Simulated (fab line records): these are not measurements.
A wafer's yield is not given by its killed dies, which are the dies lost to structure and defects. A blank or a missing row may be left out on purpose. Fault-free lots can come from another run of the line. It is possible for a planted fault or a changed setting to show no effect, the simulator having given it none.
Comparing a struck lot with a sound one || flow n5-finfet || 16 out of 1938 route steps
Sound: the wafers L699.1, L699.4, L699.6. Struck: wafers L688.3, L688.6. The cause comes at the end.
At each step with rows: each side's tool, then ch and its chambers, then its first start. Under that, the readings that differ: sound wafers || struck wafers || difference of the means || sigmas: that difference in standard deviations of wafers without a fault.
alike: a reading whose means differ by less than 2 such deviations, as well as words and numbers matching on both sides. not compared: withheld readings; readings where some wafer has no value; bounds like >300 that might hide an equal value; numbers whose values overlap and for which the record gives no deviation.
Wherever a step has rows on one side only, a row that says differs or no value, or a row with sigmas, the two part there. Numbers that have no deviation but don't overlap get no sigmas and don't part them. A reading that every wafer of one side lacks parts them only if that side has two wafers or more.

first, 9 steps without rows for these wafers: N5_BEOL_M0_SAQP_COAT_34 (resist thk 30 nm); N5_BEOL_M0_SAQP_EBR_36; N5_BEOL_M0_SAQP_SOFTBAKE_35 (time 60 s); N5_BEOL_M0_SAQP_EXPOSE_37 (exposes mask M0 CUT1, target cd 30 nm); N5_BEOL_M0_SAQP_PEB_38 (peb time 60 s); N5_BEOL_M0_SAQP_DEVELOP_39 (develop time 30 s); N5_BEOL_M0_SAQP_DESCUM_45 (chemistry O2, time 7 s); N5_BEOL_M0_SAQP_ETCH_88 (etches underlayer in N2/H2, target depth 6.5 nm, time 5.2 s); N5_BEOL_M0_SAQP_ETCH_73 (etches SiARC in CF4, target depth 19.5 nm, time 32.5 s).
N5_BEOL_M0_SAQP_CUT_ETCH_46: etches SOC in N2/H2, target depth 135 nm, overetch 27 nm, time 202.5 s.
  sound on rie-diel-05 ch 0,2,3, day 11 11:01; struck on rie-diel-03 ch 0,1, day 8 20:24
{"reading": "model.SiARC_of_BEOL_M0_SAQP_COAT_72.thk-nm (nm)", "sound": "5.4 4.8 4.6", "struck": "2.6 1.4", "difference": -2.9, "sigmas": ""}
{"reading": "model.BEOL_M0_SAQP.cd-nm (nm)", "sound": "30 29.8 30.4", "struck": "31 31.6", "difference": "+1", "sigmas": ""}
  alike: bias-w, drypump-motor-current-A, rf-vpp-V, showerhead-plenum-p-Torr, temp-c, throttle-valve-pct
  not compared: rf-hours-counter-h
then, 3 steps without rows for these wafers: N5_BEOL_M0_SAQP_STRIP_74 (strips in N2/H2); N5_BEOL_M0_SAQP_STRIP_89 (strips in N2/H2); N5_BEOL_M0_SAQP_ALD_48 (deposits SiO2, target thk 20 nm, pulse time 1 s, co reactant pulse time 1 s).
N5_BEOL_M0_SAQP_ETCH_49: etches SiO2 in CF4/O2, target depth 37 nm.
  sound on rie-diel-03 ch 1,2,3, day 11 11:45; struck on rie-diel-03 ch 0,2, day 8 21:08
{"reading": "model.BEOL_M0_SAQP.cd-nm (nm)", "sound": "30.2 29.8 30.4", "struck": "31 31.6", "difference": "+1", "sigmas": ""}
  alike: bias-w, drypump-motor-current-A, oes-product-au, rf-vpp-V, showerhead-plenum-p-Torr, throttle-valve-pct
  not compared: rf-hours-counter-h
then, 1 step without rows for these wafers: N5_BEOL_M0_SAQP_STRIP_75 (strips in CF4).
-- here the record skips 2 days between the struck wafers' starts before and after, leaving off in module BEOL_M0_SAQP and picking up in module BEOL_M4 (first step shown: number 1111 of the route) --
N5_BEOL_M4_RC_MEAS_101:
  sound on prober-01 ch 0, day 14 04:59; struck on prober-01 ch 0, day 11 05:31
  alike: DIBL_N, DIBL_P, IOFF_N, IOFF_P, ION_N, ION_P, SS_N, SS_P, VT_N, VT_P

WHERE THEY PART
Nowhere in this record.

WHY: whatever the simulator had introduced
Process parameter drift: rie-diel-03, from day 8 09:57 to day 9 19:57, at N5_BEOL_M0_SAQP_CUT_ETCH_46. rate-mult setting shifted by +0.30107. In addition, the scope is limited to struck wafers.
